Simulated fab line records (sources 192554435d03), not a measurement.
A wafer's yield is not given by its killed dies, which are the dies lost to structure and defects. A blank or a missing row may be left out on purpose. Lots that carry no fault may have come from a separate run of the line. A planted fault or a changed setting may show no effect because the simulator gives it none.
Which tool was responsible?	flow n5_finfet	36 wafers from 12 lots sampled at 2 of the route's 1938 steps

== WHAT THE GAUGES SHOWED, per wafer ==
N5_STI_FIN_REVEAL_THK_MEAS_05.
lot	measured	on	thk_nm (nm)
L075	day 2 18:10	film_metro-02	131.3 132.6 132.3
L077	day 3 04:28	film_metro-02	132.8 132.2 132.7
L079	day 3 15:32	film_metro-02	131.6 132.2 132.5
L081	day 4 05:20	film_metro-02	132.8 132.3 132.3
L083	day 4 17:16	film_metro-01	132.6 133.7 133.0
L085	day 5 03:40	film_metro-02	133.3 133.8 133.9
L087	day 5 16:07	film_metro-02	132.1 131.0 131.7
L089	day 6 04:16	film_metro-02	132.0 131.9 131.2
L091	day 6 14:58	film_metro-02	131.4 131.8 131.5
L093	day 7 05:13	film_metro-02	132.3 131.0 130.9
L095	day 8 07:47	film_metro-01	131.2 133.1 132.4
L097	day 8 09:28	film_metro-02	132.4 131.5 133.4

== WHICH TOOL RAN EACH LOT (tool, then ch and the chambers of the sampled wafers, then the start) ==
lot	N5_FIN_CUT_DESCUM_13
L075	rie_diel-05 ch 2,3, day 2 11:14
L077	rie_diel-05 ch 0,1,2, day 2 20:47
L079	rie_diel-03 ch 0,1,3, day 3 09:00
L081	rie_diel-03 ch 0,2,3, day 3 21:58
L083	rie_diel-02 ch 0,1,3, day 4 10:50
L085	rie_diel-03 ch 1,2, day 4 21:17
L087	rie_diel-02 ch 1,2,3, day 5 09:43
L089	rie_diel-03 ch 2,3, day 5 20:49
L091	rie_diel-05 ch 1,3, day 6 08:37
L093	rie_diel-02 ch 0,2, day 6 22:48
L095	rie_diel-02 ch 1,2,3, day 8 01:16
L097	rie_diel-03 ch 0,2,3, day 8 02:13
- N5_FIN_CUT_DESCUM_13: chemistry O2, time 7 s.

== THE ANSWER, worked out from the rows above alone ==
Rule: usual is defined by the lots themselves. The widest of any qualifying gaps counts: lots, ordered by their means at a reading, are off when they make up no more than a third of the lots, leave a main group of 4 or more, and stand apart from it by 3 or more times the standard deviation of that group's means. If all means in a main group match to the digits the tables above print for the reading, that group is not used. A lot without any number at a reading at which 4 lots or more have one is off too. The other lots that the step has rows for count as sound.
No lot is off on any of the readings shown, so nothing can be concluded from this.

== WHAT WAS PUT IN BY THE SIMULATOR ==
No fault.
